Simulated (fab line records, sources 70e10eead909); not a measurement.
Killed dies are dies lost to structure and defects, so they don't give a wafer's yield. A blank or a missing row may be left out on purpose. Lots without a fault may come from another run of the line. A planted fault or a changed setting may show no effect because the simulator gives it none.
fab line records | flow nand_harc
record lots=24 wafers=72 last_day=24
route steps=1159 shown A_SLIT@790 A_CONTACT@840
lots that met no fault: from a run of the same line without faults
start_h: hours from the record's first day to the start of the lot's first wafer shown | wait_h: hours since the lot's step before | " the same as in the row above | L1.1+2: a row that stands for several wafers | - no value, or no start given | * or withheld: withheld | < > ~ a bound
route shown NAME@n: a module of which the file shows steps, and the number in the route of the first | usual: mean/standard deviation of fault-free wafers | same: alike in all rows | chamber/n: place in a boat | sites: the reading at each site | _std_site: their standard deviation | _edge_site: outer sites' mean less inner sites' | radius_mm: how far each site lies from the wafer's centre | mask NAME#n: copy n | behind: the tool/chamber that last shaped the wafer | hold: why the lot was held/for how many hours/how that ended | device: the transistor (n, p or np) that didn't switch | end of line: the same wafers' tests at the end of the route | a step without rows: its recipe alone | killed: dies lost to structure and defects at the first sort, not the wafer's yield | map: a wafer's dies, x killed, . not, _ none there
set.NAME: the setting as run; set.NAME@STEP: as run at that earlier step | model.NAME: the simulator's own value behind a step, which no gauge read
steps of the route over a sample of lots; a table a step, a row a wafer
services: from which hour (start_h, from the record's first day; less than 0 if before it) a tool's chamber was out of use, for how many hours, and why
## steps
# step NHARC_A_SLIT_CD_MEAS_09
# recipe target_cd_nm=300 landing_energy_ev=500
# usual cd_nm=299.8/0.51
# columns lot.wafer tool chamber start_h wait_h cd_nm
L078.1 cd_sem-02 0 328.76 - 300.9
L078.3 " 0 " " 299.6
L078.4 " 0 " " 300.6
L076.1 cd_sem-01 0 328.97 - 298.5
L076.2 " 0 " " 300.5
L076.6 " 0 " " 299.4
L075.1 cd_sem-02 0 329.51 - 299.4
L075.3 " 0 " " 299.9
L075.4 " 0 " " 299.8
L079.1 cd_sem-03 0 334.51 - 300.1
L079.3 " 0 " " 299.6
L079.4 " 0 " " 299.9
L074.1 cd_sem-01 0 334.81 - 299.9
L074.2 " 0 " " 300.8
L074.5 " 0 " " 299.7
L077.2 cd_sem-01 0 335.88 - 299.5
L077.3 " 0 " " 299.6
L077.4 " 0 " " 299.3
L080.3 cd_sem-01 0 353.92 - 299.0
L080.4 " 0 " " 299.8
L080.6 " 0 " " 299.2
L083.1 cd_sem-03 0 369.42 - 300.5
L083.2 " 0 " " 300.4
L083.6 " 0 " " 300.8
L082.1 cd_sem-03 0 370.52 - 300.2
L082.2 " 0 " " 299.6
L082.5 " 0 " " 299.1
L084.1 cd_sem-03 0 381.76 - 301.1
L084.3 " 0 " " 300.2
L084.4 " 0 " " 300.1
L081.1 cd_sem-01 0 382.53 - 299.8
L081.2 " 0 " " 298.6
L081.6 " 0 " " 299.2
L089.2 cd_sem-02 0 392.27 - 299.4
L089.4 " 0 " " 299.3
L089.6 " 0 " " 299.2
L085.1 cd_sem-01 0 393.34 - 300.0
L085.2 " 0 " " 300.2
L085.3 " 0 " " 300.3
L086.1 cd_sem-03 0 400.13 - 299.5
L086.3 " 0 " " 300.6
L086.6 " 0 " " 300.8
L087.2 cd_sem-01 0 400.38 - 299.3
L087.4 " 0 " " 299.4
L087.5 " 0 " " 300.0
L090.3 cd_sem-01 0 414.18 - 299.2
L090.5 " 0 " " 299.4
L090.6 " 0 " " 299.5
L088.1 cd_sem-03 0 416.36 - 299.7
L088.2 " 0 " " 299.6
L088.5 " 0 " " 299.5
L092.4 cd_sem-02 0 422.96 - 299.8
L092.5 " 0 " " 299.5
L092.6 " 0 " " 299.5
L091.1 cd_sem-02 0 423.41 - 299.6
L091.3 " 0 " " 299.6
L091.4 " 0 " " 299.4
L094.1 cd_sem-03 0 436.53 - 300.2
L094.2 " 0 " " 300.0
L094.6 " 0 " " 300.8
L093.3 cd_sem-01 0 436.71 - 299.4
L093.4 " 0 " " 299.7
L093.6 " 0 " " 299.5
L097.2 cd_sem-02 0 446.21 - 300.7
L097.4 " 0 " " 299.8
L097.6 " 0 " " 299.5
L095.1 cd_sem-03 0 446.64 - 299.4
L095.4 " 0 " " 299.1
L095.6 " 0 " " 299.7
L096.2 cd_sem-01 0 447.74 - 299.6
L096.3 " 0 " " 299.5
L096.6 " 0 " " 299.3
# step NHARC_A_SLIT_CD_MEAS_21
# usual cd_nm=289.3/1.2
# columns lot.wafer tool chamber start_h wait_h cd_nm
L078.1 cd_sem-01 - 333.92 - 290.9
L078.3 " - " " 291.3
L078.4 " - " " 290.1
L076.1 cd_sem-03 - 334.11 - 287.6
L076.2 " - " " 286.9
L076.6 " - " " 285.9
L075.1 cd_sem-02 - 335.60 - 291.5
L075.3 " - " " 291.5
L075.4 " - " " 291.5
L079.1 cd_sem-02 - 338.12 - 290.1
L079.3 " - " " 290.9
L079.4 " - " " 290.3
L074.1 cd_sem-02 - 338.39 - 289.8
L074.2 " - " " 289.2
L074.5 " - " " 289.5
L077.2 cd_sem-03 - 339.81 - 287.6
L077.3 " - " " 289.3
L077.4 " - " " 290.3
L080.3 cd_sem-02 - 357.52 - 290.1
L080.4 " - " " 289.4
L080.6 " - " " 289.2
L083.1 cd_sem-01 - 373.03 - 289.5
L083.2 " - " " 289.7
L083.6 " - " " 290.1
L082.1 cd_sem-01 - 374.18 - 287.5
L082.2 " - " " 286.8
L082.5 " - " " 287.8
L084.1 cd_sem-01 - 385.36 - 288.6
L084.3 " - " " 289.6
L084.4 " - " " 289.0
L081.1 cd_sem-03 - 386.35 - 289.9
L081.2 " - " " 289.7
L081.6 " - " " 290.1
L089.2 cd_sem-02 - 395.88 - 288.2
L089.4 " - " " 288.3
L089.6 " - " " 287.9
L085.1 cd_sem-02 - 397.56 - 289.5
L085.2 " - " " 290.2
L085.3 " - " " 289.5
L086.1 cd_sem-01 - 405.40 - 289.1
L086.3 " - " " 288.8
L086.6 " - " " 290.1
L087.2 cd_sem-01 - 407.09 - 289.6
L087.4 " - " " 289.8
L087.5 " - " " 289.1
L090.3 cd_sem-01 - 417.77 - 289.8
L090.5 " - " " 288.8
L090.6 " - " " 288.7
L088.1 cd_sem-02 - 420.05 - 288.6
L088.2 " - " " 288.7
L088.5 " - " " 288.9
L092.4 cd_sem-02 - 426.56 - 291.6
L092.5 " - " " 290.6
L092.6 " - " " 290.1
L091.1 cd_sem-03 - 427.25 - 288.5
L091.3 " - " " 287.5
L091.4 " - " " 288.6
L094.1 cd_sem-01 - 440.12 - 290.0
L094.2 " - " " 289.0
L094.6 " - " " 288.8
L093.3 cd_sem-02 - 440.32 - 290.1
L093.4 " - " " 289.0
L093.6 " - " " 288.8
L097.2 cd_sem-01 - 453.14 - 288.3
L097.4 " - " " 288.7
L097.6 " - " " 288.7
L095.1 cd_sem-02 - 454.80 - 290.4
L095.4 " - " " 292.1
L095.6 " - " " 290.6
L096.2 cd_sem-01 - 456.36 - 290.0
L096.3 " - " " 289.8
L096.6 " - " " 290.8
# step NHARC_A_CONTACT_DEP_24
# recipe target_thk_a=5000 temp_c=400 pressure_torr=6.5 rf_w=900 teos_flow_sccm=161.4 flow_sccm=2650 target_thk_nm=500 gas=O2 material=SiO2
# usual heater_power_w=496/100 showerhead_vpp_V=1839/81 throttle_valve_pct=16.2/0.57
# columns lot.wafer tool chamber start_h wait_h heater_power_w showerhead_vpp_V throttle_valve_pct
L078.3 pecvd-04 0 365.87 0.5 657 1755 16.3
L078.1 " 1 " " 497 1840 16.0
L078.4 " 2 " " 533 1915 16.9
L079.3 pecvd-02 0 371.54 0.1 581 1700 16.5
L079.1 " 1 " " 500 1898 15.6
L079.4 " 1 " " 501 1944 15.4
L076.1 pecvd-01 2 371.60 0.1 410 1736 16.4
L076.2 " 0 " " 687 1864 15.6
L076.6 " 1 " " 637 1858 15.5
L075.1 pecvd-02 0 375.81 0.1 631 1708 16.7
L075.3 " 1 " " 406 1919 15.5
L075.4 " 2 " " 423 1900 16.5
L077.2 pecvd-02 0 379.54 0.1 589 1740 16.7
L077.3 " 1 " " 413 1911 15.5
L077.4 " 0 " " 610 1703 16.7
L074.1 pecvd-01 1 380.18 0.3 701 1849 15.5
L074.2 " 2 " " 372 1731 16.4
L074.5 " 2 " " 390 1724 16.4
L080.3 pecvd-04 2 395.69 0.1 620 1911 15.8
L080.6 " 2 " " 480 1935 16.1
L080.4 " 0 " " 624 1757 15.8
L083.1 pecvd-04 2 407.71 0.1 632 1917 16.0
L083.2 " 0 " " 614 1760 15.7
L083.6 " 2 " " 472 1922 16.0
L082.2 pecvd-04 2 413.02 0.1 499 1929 16.0
L082.1 " 1 " " 455 1860 15.6
L082.5 " 1 " " 459 1862 15.7
L084.1 pecvd-04 0 419.38 0.1 649 1777 15.7
L084.3 " 1 " " 432 1833 15.6
L084.4 " 0 " " 511 1769 16.1
L081.1 pecvd-02 1 419.67 0.3 393 1864 15.6
L081.2 " 2 " " 406 1887 16.9
L081.6 " 0 " " 535 1709 17.0
L085.1 pecvd-02 1 430.15 0.1 443 1891 15.5
L085.3 " 2 " " 384 1932 16.9
L085.2 " 0 " " 625 1725 16.8
L089.2 pecvd-04 2 430.55 0.4 495 1918 16.0
L089.4 " 1 " " 335 1824 15.6
L089.6 " 2 " " 537 1963 16.0
L087.2 pecvd-02 0 445.51 0.1 632 1694 16.7
L087.5 " 0 " " 480 1697 16.8
L087.4 " 2 " " 373 1920 16.9
L086.3 pecvd-04 2 445.57 0.1 625 1916 15.9
L086.1 " 1 " " 458 1850 15.8
L086.6 " 2 " " 480 1937 16.6
L088.1 pecvd-02 1 457.27 0.1 398 1928 15.5
L088.2 " 2 " " 417 1953 16.8
L088.5 " 0 " " 634 1719 16.9
L090.3 pecvd-04 1 457.78 0.2 358 1846 15.8
L090.6 " 0 " " 586 1758 15.9
L090.5 " 1 " " 390 1853 15.9
L091.3 pecvd-02 2 462.85 0.1 340 1879 17.1
L091.1 " 0 " " 556 1711 17.3
L091.4 " 2 " " 361 1896 17.1
L092.4 pecvd-04 0 463.39 0.2 640 1756 16.0
L092.5 " 1 " " 447 1849 15.8
L092.6 " 2 " " 615 1921 16.2
L094.1 pecvd-02 2 474.41 0.1 430 1869 16.9
L094.2 " 0 " " 579 1703 16.9
L094.6 " 1 " " 501 1933 15.5
L093.3 pecvd-02 1 474.99 0.2 458 1920 15.5
L093.4 " 2 " " 394 1902 16.9
L093.6 " 1 " " 476 1912 15.9
L097.2 pecvd-04 0 493.65 0.2 555 1757 16.5
L097.6 " 1 " " 386 1847 15.5
L097.4 " 2 " " 465 1921 16.0
L095.1 pecvd-02 1 494.24 0.2 395 1915 15.8
L095.6 " 0 " " 492 1687 17.1
L095.4 " 1 " " 426 1935 15.6
L096.2 pecvd-02 2 498.53 0.1 370 1892 16.9
L096.3 " 0 " " 487 1729 17.2
L096.6 " 0 " " 536 1713 17.1
# step NHARC_A_CONTACT_ETCH_113
# recipe source_w=withheld pressure_mtorr=20 bias_v=3000 time_s=94 target_depth_a=9220 ar_flow_sccm=withheld c4f8_flow_sccm=withheld o2_flow_sccm=withheld chemistry=C4F8/O2/Ar
# columns lot.wafer tool chamber start_h wait_h rf_hours_counter_h
L078.1 har_cap_etch-01 1 377.05 0.1 54
L078.3 " 1 " " -
L078.4 " 0 " " -
L079.1 har_cap_etch-01 1 381.14 0.1 55
L079.3 " 0 " " -
L079.4 " 1 " " -
L076.2 har_cap_etch-03 1 381.94 0.1 82
L076.1 " 0 " " 82
L076.6 " 1 " " -
L075.1 har_cap_etch-01 1 383.88 0.1 56
L075.4 " 0 " " -
L075.3 " 1 " " -
L074.1 har_cap_etch-03 0 387.78 0.1 83
L074.2 " 1 " " 83
L074.5 " 1 " " -
L077.2 har_cap_etch-01 0 388.27 0.1 57
L077.4 " 1 " " -
L077.3 " 0 " " -
L080.4 har_cap_etch-01 1 402.96 0.1 -
L080.3 " 0 " " -
L080.6 " 1 " " -
L083.1 har_cap_etch-03 1 412.99 0.1 89
L083.2 " 0 " " 89
L083.6 " 0 " " -
L082.2 har_cap_etch-01 1 420.39 0.1 65
L082.1 " 0 " " 65
L082.5 " 1 " " -
L084.1 har_cap_etch-02 0 425.90 0.1 18
L084.3 " 0 " " -
L084.4 " 1 " " -
L081.2 har_cap_etch-01 0 427.30 0.1 66
L081.1 " 1 " " 66
L081.6 " 1 " " -
L085.1 har_cap_etch-01 1 435.44 0.1 68
L085.2 " 0 " " 68
L085.3 " 1 " " -
L089.2 har_cap_etch-02 0 436.31 0.1 20
L089.4 " 1 " " -
L089.6 " 1 " " -
L087.2 har_cap_etch-03 1 452.26 0.1 97
L087.4 " 0 " " -
L087.5 " 1 " " -
L086.1 har_cap_etch-01 0 452.72 0.1 71
L086.3 " 1 " " -
L086.6 " 0 " " -
L088.1 har_cap_etch-01 1 462.60 0.1 72
L088.2 " 0 " " 72
L088.5 " 1 " " -
L090.3 har_cap_etch-02 0 463.81 0.1 -
L090.5 " 1 " " -
L090.6 " 0 " " -
L091.1 har_cap_etch-01 1 469.55 0.1 73
L091.3 " 0 " " -
L091.4 " 1 " " -
L092.4 har_cap_etch-02 0 470.41 0.1 -
L092.6 " 0 " " -
L092.5 " 1 " " -
L094.1 har_cap_etch-02 0 479.80 0.1 29
L094.2 " 1 " " 29
L094.6 " 1 " " -
L093.4 har_cap_etch-03 1 480.35 0.1 -
L093.3 " 0 " " -
L093.6 " 1 " " -
L097.2 har_cap_etch-01 0 498.92 0.1 79
L097.4 " 0 " " -
L097.6 " 0 " " -
L095.1 har_cap_etch-03 0 499.89 0.1 105
L095.4 " 1 " " -
L095.6 " 0 " " -
L096.2 har_cap_etch-02 0 504.13 0.1 33
L096.3 " 1 " " -
L096.6 " 1 " " -
# step NHARC_A_CONTACT_ETCH_114
# recipe source_w=withheld pressure_mtorr=20 bias_v=3000 time_s=94 target_depth_a=9220 ar_flow_sccm=withheld c4f8_flow_sccm=withheld o2_flow_sccm=withheld chemistry=C4F8/O2/Ar
# columns lot.wafer tool chamber start_h wait_h rf_hours_counter_h
L078.1 har_cap_etch-01 1 377.14 0.1 54
L078.3 " 1 " " -
L078.4 " 0 " " -
L079.1 har_cap_etch-01 1 381.23 0.1 55
L079.3 " 0 " " -
L079.4 " 1 " " -
L076.2 har_cap_etch-03 1 382.03 0.1 82
L076.1 " 0 " " 82
L076.6 " 1 " " -
L075.1 har_cap_etch-01 1 383.97 0.1 56
L075.4 " 0 " " -
L075.3 " 1 " " -
L074.1 har_cap_etch-03 0 387.87 0.1 83
L074.2 " 1 " " 83
L074.5 " 1 " " -
L077.2 har_cap_etch-01 0 388.36 0.1 58
L077.4 " 1 " " -
L077.3 " 0 " " -
L080.4 har_cap_etch-01 1 403.05 0.1 -
L080.3 " 0 " " -
L080.6 " 1 " " -
L083.1 har_cap_etch-03 1 413.08 0.1 89
L083.2 " 0 " " 89
L083.6 " 0 " " -
L082.2 har_cap_etch-01 1 420.48 0.1 65
L082.1 " 0 " " 65
L082.5 " 1 " " -
L084.1 har_cap_etch-02 0 425.99 0.1 18
L084.3 " 0 " " -
L084.4 " 1 " " -
L081.2 har_cap_etch-01 0 427.39 0.1 66
L081.1 " 1 " " 66
L081.6 " 1 " " -
L085.1 har_cap_etch-01 1 435.53 0.1 68
L085.2 " 0 " " 68
L085.3 " 1 " " -
L089.2 har_cap_etch-02 0 436.41 0.1 20
L089.4 " 1 " " -
L089.6 " 1 " " -
L087.2 har_cap_etch-03 1 452.35 0.1 97
L087.4 " 0 " " -
L087.5 " 1 " " -
L086.1 har_cap_etch-01 0 452.81 0.1 71
L086.3 " 1 " " -
L086.6 " 0 " " -
L088.1 har_cap_etch-01 1 462.69 0.1 72
L088.2 " 0 " " 72
L088.5 " 1 " " -
L090.3 har_cap_etch-02 0 463.93 0.1 -
L090.5 " 1 " " -
L090.6 " 0 " " -
L091.1 har_cap_etch-01 1 469.64 0.1 74
L091.3 " 0 " " -
L091.4 " 1 " " -
L092.4 har_cap_etch-02 0 470.50 0.1 -
L092.6 " 0 " " -
L092.5 " 1 " " -
L094.1 har_cap_etch-02 0 479.89 0.1 29
L094.2 " 1 " " 29
L094.6 " 1 " " -
L093.4 har_cap_etch-03 1 480.44 0.1 -
L093.3 " 0 " " -
L093.6 " 1 " " -
L097.2 har_cap_etch-01 0 499.01 0.1 79
L097.4 " 0 " " -
L097.6 " 0 " " -
L095.1 har_cap_etch-03 0 499.98 0.1 105
L095.4 " 1 " " -
L095.6 " 0 " " -
L096.2 har_cap_etch-02 0 504.22 0.1 33
L096.3 " 1 " " -
L096.6 " 1 " " -
# step NHARC_A_CONTACT_ETCH_126
# recipe source_w=withheld pressure_mtorr=20 bias_v=1200 time_s=155 target_depth_a=9560 ar_flow_sccm=withheld c4f8_flow_sccm=withheld o2_flow_sccm=withheld chemistry=C4F8/O2/Ar
# columns lot.wafer tool chamber start_h wait_h rf_hours_counter_h
L078.1 har_cap_etch-02 0 386.17 0.1 11
L078.4 " 0 " " -
L078.3 " 1 " " -
L079.1 har_cap_etch-01 1 391.32 0.1 59
L079.4 " 1 " " -
L079.3 " 0 " " -
L076.2 har_cap_etch-02 0 391.85 0.1 13
L076.1 " 1 " " 13
L076.6 " 1 " " -
L075.1 har_cap_etch-03 1 393.68 0.1 85
L075.3 " 0 " " -
L075.4 " 1 " " -
L074.1 har_cap_etch-03 1 397.20 0.1 87
L074.2 " 0 " " 87
L074.5 " 1 " " -
L077.2 har_cap_etch-01 0 397.73 0.1 61
L077.4 " 0 " " -
L077.3 " 1 " " -
L080.3 har_cap_etch-01 0 409.89 0.1 -
L080.4 " 1 " " -
L080.6 " 1 " " -
L083.1 har_cap_etch-03 1 422.13 0.1 91
L083.2 " 0 " " 91
L083.6 " 0 " " -
L082.1 har_cap_etch-03 0 427.85 0.1 92
L082.2 " 1 " " 92
L082.5 " 0 " " -
L084.1 har_cap_etch-01 0 432.92 0.1 67
L084.4 " 1 " " -
L084.3 " 0 " " -
L081.1 har_cap_etch-03 1 434.25 0.1 93
L081.2 " 0 " " 93
L081.6 " 0 " " -
L085.1 har_cap_etch-02 0 443.19 0.1 22
L085.2 " 1 " " 22
L085.3 " 1 " " -
L089.2 har_cap_etch-03 0 444.23 0.1 95
L089.4 " 0 " " -
L089.6 " 1 " " -
L087.2 har_cap_etch-02 0 459.48 0.2 24
L087.4 " 0 " " -
L087.5 " 1 " " -
L086.1 har_cap_etch-03 0 461.47 0.1 98
L086.3 " 0 " " -
L086.6 " 0 " " -
L088.2 har_cap_etch-01 1 471.89 0.1 75
L088.1 " 0 " " 75
L088.5 " 1 " " -
L090.3 har_cap_etch-03 1 472.90 0.1 -
L090.6 " 1 " " -
L090.5 " 0 " " -
L091.1 har_cap_etch-02 1 477.37 0.1 27
L091.3 " 0 " " -
L091.4 " 1 " " -
L092.4 har_cap_etch-01 1 477.97 0.1 -
L092.5 " 1 " " -
L092.6 " 0 " " -
L094.1 har_cap_etch-03 1 492.75 0.1 104
L094.2 " 0 " " 104
L094.6 " 0 " " -
L093.4 har_cap_etch-02 1 493.02 0.1 -
L093.3 " 0 " " -
L093.6 " 1 " " -
L097.2 har_cap_etch-03 1 506.27 0.1 106
L097.4 " 1 " " -
L097.6 " 1 " " -
L095.1 har_cap_etch-01 1 507.18 0.1 81
L095.4 " 1 " " -
L095.6 " 0 " " -
L096.2 har_cap_etch-03 1 511.54 0.1 108
L096.3 " 1 " " -
L096.6 " 0 " " -
## services
# columns tool chamber start_h hours kind
pecvd-04 0 344.92 9.3 repair
pecvd-02 0 347.30 - clean
pecvd-02 1 347.30 - clean
pecvd-02 2 347.30 - clean
pecvd-04 - 376.00 13.0 pm
pecvd-04 0 376.00 13.0 vent_cycle
pecvd-04 1 376.00 13.0 vent_cycle
pecvd-04 2 376.00 13.0 vent_cycle
pecvd-04 0 389.00 - clean
pecvd-04 1 389.00 - clean
pecvd-04 2 389.00 - clean
pecvd-01 - 418.11 13.0 pm
pecvd-01 0 418.11 13.0 vent_cycle
pecvd-01 1 418.11 13.0 vent_cycle
pecvd-01 2 418.11 13.0 vent_cycle
pecvd-01 0 431.11 - clean
pecvd-01 1 431.11 - clean
pecvd-01 2 431.11 - clean
har_cap_etch-01 - 504.48 0.3 repair
## key
fault none
